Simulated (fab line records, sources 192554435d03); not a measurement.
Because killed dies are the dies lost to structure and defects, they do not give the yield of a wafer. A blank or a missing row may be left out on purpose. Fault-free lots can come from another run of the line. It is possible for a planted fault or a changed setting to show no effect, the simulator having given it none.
Split-lot trial -- flow n5Finfet -- route with 1938 steps; 7 lots, 21 wafers read

THE SPLIT
At N5_DUMMY_GATE_HM_DEP_06 (deposits SiNx from DCS/NH3, target thk 80 nm, time 5141 s), the setting timeS was moved away from the recipe's 5141 s on 18 of the 21 wafers read, by -11.2% to +8.7%. This setting was run at the recipe's value on the other wafers.

The split's own step is where the reading is taken.

THE READING
SiNx_of_DUMMY_GATE_HM_DEP_06.thkNm (the simulator's own value, which no gauge read), in nm, at N5_DUMMY_GATE_HM_DEP_06 (deposits SiNx from DCS/NH3, target thk 80 nm, time 5141 s). The file does not state a usual value for it. Here, 3 wafers ran the recipe; their average is 79.8 nm with a standard deviation of 0.43 nm.

wafer,"tool, chamber at the split","timeS as run, s",against the recipe,"SiNx_of_DUMMY_GATE_HM_DEP_06.thkNm, nm",against lot-mates on the recipe
L076.2,"lpcvd-02, 0/95",5141,recipe,80,-
L076.4,"lpcvd-02, 0/104",5141,recipe,80.2,-
L076.5,"lpcvd-02, 0/109",5141,recipe,79.2,-
L079.1,"-, -",4771,-7.2%,73.6,no lot-mate on the recipe
L079.2,"-, -",4771,-7.2%,74.4,no lot-mate on the recipe
L079.4,"-, -",4771,-7.2%,75,no lot-mate on the recipe
L083.3,"-, -",5588,+8.7%,86.2,no lot-mate on the recipe
L083.4,"-, -",5588,+8.7%,86.4,no lot-mate on the recipe
L083.5,"-, -",5588,+8.7%,87.6,no lot-mate on the recipe
L088.1,"-, -",4563,-11.2%,72,no lot-mate on the recipe
L088.4,"-, -",4563,-11.2%,71.2,no lot-mate on the recipe
L088.5,"-, -",4563,-11.2%,70.8,no lot-mate on the recipe
L089.1,"-, -",5439,+5.8%,85.4,no lot-mate on the recipe
L089.2,"-, -",5439,+5.8%,85.8,no lot-mate on the recipe
L089.4,"-, -",5439,+5.8%,85.2,no lot-mate on the recipe
L090.1,"-, -",4755,-7.5%,73.6,no lot-mate on the recipe
L090.2,"-, -",4755,-7.5%,73.6,no lot-mate on the recipe
L090.5,"-, -",4755,-7.5%,74,no lot-mate on the recipe
L092.1,"-, -",5587,+8.7%,86.2,no lot-mate on the recipe
L092.4,"-, -",5587,+8.7%,86.2,no lot-mate on the recipe
L092.3,"-, -",5587,+8.7%,86.4,no lot-mate on the recipe

FIT RESULTS
A straight line over all 21 wafers: SiNx_of_DUMMY_GATE_HM_DEP_06.thkNm changes by +0.787 nm for each +1% of timeS; r = +1.00; the points scatter about the line by 0.64 nm.
Too few moved wafers with a lot-mate on the recipe to fit a line net of each lot's own level.

THE FILE'S OWN FIT
SiNx_of_DUMMY_GATE_HM_DEP_06.thkNm changes by +0.787 nm for each +1% of timeS, r = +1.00.
